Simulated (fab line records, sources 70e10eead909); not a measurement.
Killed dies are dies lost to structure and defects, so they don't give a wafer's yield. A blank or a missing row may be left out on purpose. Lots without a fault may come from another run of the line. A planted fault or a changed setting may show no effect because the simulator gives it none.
A struck lot beside a sound one | flow nand_harc | 14 steps out of a route of 1302
Sound: wafers L110.2, L110.3, L110.5. Struck: wafers L116.1, L116.6. (L116.3 of the same lot was not struck and is left out.) The cause comes at the end.
At each step with rows: each side's tool, then ch and its chambers, then its first start. Under that, the readings that differ: sound wafers | struck wafers | difference of the means | sigmas: that difference in standard deviations of wafers without a fault.
alike: readings whose means differ by less than 2 such deviations, and words and numbers that are the same on both sides. not compared: withheld readings, readings that some wafer has no value for, bounds like >300 that may hide the same value, and numbers for which the record gives no deviation and whose values overlap.
The two part at a step that has a row with sigmas, a row that says differs or no value, or rows on one side only. Numbers that don't overlap but have no deviation are shown without sigmas and don't part them. A reading that every wafer of one side lacks parts them only if that side has two wafers or more.

first, 1 step without rows for these wafers: NHARC_A_ONON_D1_DEP_06 (target thk 1000 nm).
NHARC_A_ONON_D1_THK_MEAS_08: measures by ellipsometry.
  sound on film_metro-01, day 10 23:05; struck on film_metro-02, day 14 02:35
  reading     | sound       | struck    | difference | sigmas
  thk_nm (nm) | 972 970 970 | 1004 1003 | +33        | +3
then, 1 step without rows for these wafers: NHARC_A_ONON_D1_DEP_09 (target thk 1000 nm).
NHARC_A_ONON_D1_THK_MEAS_11: measures by ellipsometry.
  sound on film_metro-02, day 10 23:40; struck on film_metro-02, day 14 03:09
  reading     | sound       | struck    | difference | sigmas
  thk_nm (nm) | 994 992 995 | 1014 1015 | +21        | +2
then, 1 step without rows for these wafers: NHARC_A_ONON_D1_DEP_12 (target thk 1000 nm).
NHARC_A_ONON_D1_THK_MEAS_14: measures by ellipsometry.
  sound on film_metro-02, day 11 00:13; struck on film_metro-02, day 14 03:43
  alike: thk_nm
then, 2 steps without rows for these wafers: NHARC_A_ONON_D1_ANNEAL_15 (time 3600 s); NHARC_A_ONON_D1_DEP_16 (target thk 1000 nm).
NHARC_A_ONON_D1_THK_MEAS_18: measures by ellipsometry.
  sound on film_metro-02, day 11 08:01; struck on film_metro-02, day 14 11:17
  alike: thk_nm
then, 1 step without rows for these wafers: NHARC_A_ONON_D1_DEP_19 (target thk 1000 nm).
NHARC_A_ONON_D1_THK_MEAS_21: measures by ellipsometry.
  sound on film_metro-01, day 11 08:35; struck on film_metro-02, day 14 11:52
  reading     | sound       | struck    | difference | sigmas
  thk_nm (nm) | 981 981 980 | 1007 1006 | +26        | +3
NHARC_A_ONON_D1_DEP_22: target thk 1000 nm.
  sound on pecvd_onon-03 ch 0, day 11 08:42; struck on pecvd_onon-02 ch 0, day 14 11:55
NHARC_A_ONON_D1_THK_MEAS_24: measures by ellipsometry.
  sound on film_metro-01, day 11 09:09; struck on film_metro-02, day 14 12:25
  reading     | sound          | struck  | difference | sigmas
  thk_nm (nm) | 1007 1008 1008 | 698 697 | -310       | -36
then, 1 step without rows for these wafers: NHARC_A_ONON_D1_DEP_25 (target thk 1000 nm).

WHERE THEY PART
First at NHARC_A_ONON_D1_THK_MEAS_08; last, within this record, at NHARC_A_ONON_D1_THK_MEAS_24.

WHY: what the simulator had put in
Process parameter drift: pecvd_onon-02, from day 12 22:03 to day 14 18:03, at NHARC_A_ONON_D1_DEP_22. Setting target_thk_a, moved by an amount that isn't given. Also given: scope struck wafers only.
